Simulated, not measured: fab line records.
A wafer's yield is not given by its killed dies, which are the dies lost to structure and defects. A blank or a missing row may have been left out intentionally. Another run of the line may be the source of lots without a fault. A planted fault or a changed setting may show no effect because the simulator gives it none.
What tool caused it?    flow nand_harc    Sampling: 12 lots, 36 wafers, 5 of 1159 route steps

WHAT EACH GAUGE READ, for each wafer
NHARC_END_SORT_01. Usual: killed_at_array 28, standard deviation 8.9; killed_at_other 0.8, standard deviation 1.2; killed_at_periphery 3.3, standard deviation 2.3; killed_dies 32, standard deviation 9.4; killed_open 3.2, standard deviation 1.8; killed_short 1.9, standard deviation 1.4.
lot   measured      on         killed_at_array  killed_at_other  killed_at_periphery  killed_dies  killed_open  killed_short  flag
L105  day 21 14:46  prober-02  650 28 665       0 0 0            4 7 3                654 35 668   2 5 5        5 2 0         OFF
L109  day 22 21:15  prober-01  672 20 26        0 0 2            1 2 1                673 22 29    2 2 6        4 1 1         OFF

WHAT TOOL EACH LOT RAN ON (gives the tool, then ch and the chambers of the sampled wafers, and finally the start)
lot   NHARC_A_STAIRCASE_ETCH_170                     NHARC_A_STAIRCASE_TRIM_16                      NHARC_A_STAIRCASE_ETCH_25           NHARC_A_STAIRCASE_TRIM_26
L998  rie_diel-10 ch 1,2,3, day 10 08:07 or earlier  rie_diel-05 ch 2,3, day 10 08:07 or earlier    rie_diel-05 ch 1,2,3, day 10 08:07  rie_diel-05 ch 0,1,2, no start
L999  rie_diel-05 ch 1,2, day 11 06:08 or earlier    rie_diel-05 ch 0,1,3, day 11 06:08 or earlier  rie_diel-10 ch 1,2, day 11 06:08    rie_diel-10 ch 0,2,3, no start
L105  rie_diel-10 ch 0,3, day 13 00:58 or earlier    rie_diel-10 ch 0,1,2, day 13 00:58 or earlier  rie_diel-10 ch 0,3, day 13 00:58    rie_diel-10 ch 2,3, day 21 14:46 or earlier
L109  rie_diel-05 ch 0,3, day 14 00:50 or earlier    rie_diel-05 ch 2,3, day 14 00:50 or earlier    rie_diel-10 ch 0,1,2, day 14 00:50  rie_diel-10 ch 1,2,3, day 22 21:15 or earlier
L114  rie_diel-05 ch 0,1, day 14 18:39 or earlier    rie_diel-10 ch 0,2,3, day 14 18:39 or earlier  rie_diel-01 ch 0,1,2, day 14 18:39  rie_diel-01 ch 0,2,3, no start
L113  rie_diel-01 ch 0,2, day 14 18:58 or earlier    rie_diel-05 ch 0,2,3, day 14 18:58 or earlier  rie_diel-05 ch 0,1, day 14 18:58    rie_diel-05 ch 0,2,3, no start
L117  rie_diel-10 ch 0,2, day 15 04:16 or earlier    rie_diel-01 ch 0,1,2, day 15 04:16 or earlier  rie_diel-05 ch 0,1,3, day 15 04:16  rie_diel-05 ch 0,2,3, no start
L115  rie_diel-01 ch 1,2,3, day 15 04:35 or earlier  rie_diel-01 ch 0,1,2, day 15 04:35 or earlier  rie_diel-05 ch 0,1,2, day 15 04:35  rie_diel-05 ch 1,2,3, no start
L118  rie_diel-01 ch 0,1, day 15 17:10 or earlier    rie_diel-01 ch 0,2, day 15 17:10 or earlier    rie_diel-01 ch 1,2, day 15 17:10    rie_diel-01 ch 0,2, no start
L119  rie_diel-05 ch 0,2,3, day 15 20:26 or earlier  rie_diel-05 ch 1,2,3, day 15 20:26 or earlier  rie_diel-01 ch 2,3, day 15 20:26    rie_diel-01 ch 2,3, no start
L121  rie_diel-01 ch 0,2, day 16 05:14 or earlier    rie_diel-01 ch 0,2,3, day 16 05:14 or earlier  rie_diel-01 ch 1,2, day 16 05:14    rie_diel-01 ch 0,2,3, no start
L120  rie_diel-01 ch 0,3, day 16 11:23 or earlier    rie_diel-10 ch 2,3, day 16 11:23 or earlier    rie_diel-05 ch 1,2,3, day 16 11:23  rie_diel-05 ch 0,1,3, no start
- NHARC_A_STAIRCASE_ETCH_170: etches the open film in C4F6/O2, target depth 200 nm, time 66.667 s.
- NHARC_A_STAIRCASE_TRIM_16: chemistry O2, time 211.2 s.
- NHARC_A_STAIRCASE_ETCH_25: etches the open film in C4F8/O2, target depth 100 nm, time 40.5 s.
- NHARC_A_STAIRCASE_TRIM_26: chemistry O2, time 211.2 s.

AS READ BY THE TOOLS THEMSELVES (means over the sampled wafers that have a number; for cases with no such wafer, the mark the record gives instead)
NHARC_A_STAIRCASE_ETCH_170. Usual: bias_w 499.9 W, standard deviation 1.5; drypump_motor_current_A 5.6 A, standard deviation 0.4; oes_product_au 0.973 a.u., standard deviation 0.016; rf_vpp_V 547 V, standard deviation 3.9; showerhead_plenum_p_Torr 3.92 Torr, standard deviation 0.18; throttle_valve_pct 26.904 %, standard deviation 0.0098.
lot   tool         bias_w (W)  drypump_motor_current_A (A)  oes_product_au (a.u.)  rf_vpp_V (V)  showerhead_plenum_p_Torr (Torr)  throttle_valve_pct (%)  flag
L998  rie_diel-10  502.2       5.6                          0.980                  551           4.14                             26.904                  
L999  rie_diel-05  499.4       5.6                          0.966                  547           3.94                             26.905                  
L105  rie_diel-10  500.4       5.3                          0.990                  548           3.95                             26.900                  
L109  rie_diel-05  499.8       5.7                          0.941                  542           3.71                             26.904                  
L114  rie_diel-05  499.8       6.1                          0.972                  543           3.72                             26.901                  
L113  rie_diel-01  500.1       5.5                          0.960                  543           3.76                             26.901                  
L117  rie_diel-10  502.2       5.8                          0.944                  548           3.97                             26.911                  
L115  rie_diel-01  499.4       5.5                          0.987                  548           4.00                             26.907                  
L118  rie_diel-01  502.0       5.9                          0.974                  548           3.96                             26.907                  
L119  rie_diel-05  500.1       5.5                          0.973                  548           4.00                             26.890                  
L121  rie_diel-01  499.2       5.5                          0.992                  543           3.75                             26.907                  
L120  rie_diel-01  498.6       5.4                          0.985                  547           3.91                             26.907                  

NHARC_A_STAIRCASE_TRIM_16. Usual: drypump_motor_current_A 5.5 A, standard deviation 0.42; oes_product_au 1.003 a.u., standard deviation 0.0065; rf_vpp_V 57.6 V, standard deviation 0.93; showerhead_plenum_p_Torr 3.50 Torr, standard deviation 0.16; throttle_valve_pct 17.036 %, standard deviation 0.0092.
lot   tool         drypump_motor_current_A (A)  oes_product_au (a.u.)  rf_vpp_V (V)  showerhead_plenum_p_Torr (Torr)  throttle_valve_pct (%)  flag
L998  rie_diel-05  5.2                          1.003                  57.0          3.54                             17.033                  
L999  rie_diel-05  5.7                          1.006                  57.9          3.42                             17.033                  
L105  rie_diel-10  5.6                          1.006                  58.4          3.62                             17.038                  
L109  rie_diel-05  5.1                          1.005                  57.1          3.48                             17.048                  
L114  rie_diel-10  5.6                          1.004                  57.1          3.56                             17.040                  
L113  rie_diel-05  5.4                          1.005                  57.1          3.42                             17.036                  
L117  rie_diel-01  5.7                          1.005                  58.3          3.46                             17.035                  
L115  rie_diel-01  5.7                          1.009                  57.9          3.46                             17.048                  
L118  rie_diel-01  5.5                          1.004                  57.4          3.37                             17.028                  
L119  rie_diel-05  5.5                          1.004                  58.0          3.49                             17.027                  
L121  rie_diel-01  5.3                          1.010                  56.6          3.50                             17.038                  
L120  rie_diel-10  5.6                          1.007                  59.0          3.66                             17.035                  

NHARC_A_STAIRCASE_ETCH_25. Usual: bias_w 1000.2 W, standard deviation 2.8; oes_product_au 0.945 a.u., standard deviation 0.01; rf_vpp_V 895 V, standard deviation 6.2.
lot   tool         bias_w (W)  oes_product_au (a.u.)  rf_vpp_V (V)  flag
L998  rie_diel-05  1002.9      0.948                  896           
L999  rie_diel-10  999.2       0.959                  905           
L105  rie_diel-10  997.7       1.061                  893           OFF
L109  rie_diel-10  1000.1      0.987                  898           OFF
L114  rie_diel-01  999.5       0.952                  894           
L113  rie_diel-05  999.1       0.938                  892           
L117  rie_diel-05  1001.6      0.941                  891           
L115  rie_diel-05  999.3       0.936                  892           
L118  rie_diel-01  1000.1      0.946                  896           
L119  rie_diel-01  999.0       0.929                  900           
L121  rie_diel-01  997.5       0.950                  897           
L120  rie_diel-05  1001.3      0.948                  895           

NHARC_A_STAIRCASE_TRIM_26. Usual: drypump_motor_current_A 5.6 A, standard deviation 0.4; oes_product_au 1.001 a.u., standard deviation 0.0078; rf_vpp_V 57.7 V, standard deviation 0.93; showerhead_plenum_p_Torr 3.52 Torr, standard deviation 0.17; throttle_valve_pct 17.036 %, standard deviation 0.01.
lot   tool         drypump_motor_current_A (A)  oes_product_au (a.u.)  rf_vpp_V (V)  showerhead_plenum_p_Torr (Torr)  throttle_valve_pct (%)  flag
L998  rie_diel-05  5.8                          0.994                  57.0          3.46                             17.034                  
L999  rie_diel-10  5.5                          0.998                  57.8          3.58                             17.035                  
L105  rie_diel-10  5.6                          1.005                  58.6          3.68                             17.034                  
L109  rie_diel-10  5.6                          1.009                  58.8          3.71                             17.023                  
L114  rie_diel-01  5.4                          1.001                  57.2          3.51                             17.029                  
L113  rie_diel-05  5.4                          1.000                  57.4          3.42                             17.039                  
L117  rie_diel-05  5.5                          1.003                  57.9          3.42                             17.038                  
L115  rie_diel-05  5.4                          1.002                  57.8          3.49                             17.035                  
L118  rie_diel-01  5.5                          1.003                  57.2          3.36                             17.039                  
L119  rie_diel-01  5.1                          1.006                  58.0          3.65                             17.043                  
L121  rie_diel-01  5.3                          1.008                  58.7          3.50                             17.039                  
L120  rie_diel-05  5.7                          1.005                  57.6          3.58                             17.029                  

THE ANSWER, worked out from the rows above alone
Rule: lot off if the mean of its wafers having a number is beyond 3 standard deviations from the usual mean. Also off: a lot with no number at a reading for which 4 or more lots have one. All remaining lots with rows at the step are treated as sound. First the gauges in route order, then the tools' own readings, where a lot's mean is used as printed above. The first step at which some lot is off is used, and at that step the reading that is off furthest; a lot without a number counts as furthest.
Off at NHARC_END_SORT_01 (killed_at_array): L105, L109. Neither off nor sound, because the step has no rows for them: L998, L999, L114, L113, L117, L115, L118, L119, L121, L120.
A tool fits if, at a process step before that reading, it ran every lot that is off, and no sound lot after the first of them. Not tried: the gauges at NHARC_END_SORT_01; whatever is off there is also off at NHARC_A_STAIRCASE_ETCH_25, on other tools, and gauge error can't account for it. NHARC_A_STAIRCASE_ETCH_170 gives no start for some lots, so the hours and the order of its lots are those of NHARC_A_STAIRCASE_ETCH_25. NHARC_A_STAIRCASE_TRIM_16 gives no start for some lots, so the hours and the order of its lots are those of NHARC_A_STAIRCASE_ETCH_25. NHARC_A_STAIRCASE_TRIM_26 gives no start for some lots, so the hours and the order of its lots are those of NHARC_END_SORT_01. One fits: NHARC_A_STAIRCASE_ETCH_25 and NHARC_A_STAIRCASE_TRIM_26 on rie_diel-10. It ran no sound lot before its first lot that is off in this sample, so the start can't be narrowed down.

WHAT WAS PUT IN BY THE SIMULATOR
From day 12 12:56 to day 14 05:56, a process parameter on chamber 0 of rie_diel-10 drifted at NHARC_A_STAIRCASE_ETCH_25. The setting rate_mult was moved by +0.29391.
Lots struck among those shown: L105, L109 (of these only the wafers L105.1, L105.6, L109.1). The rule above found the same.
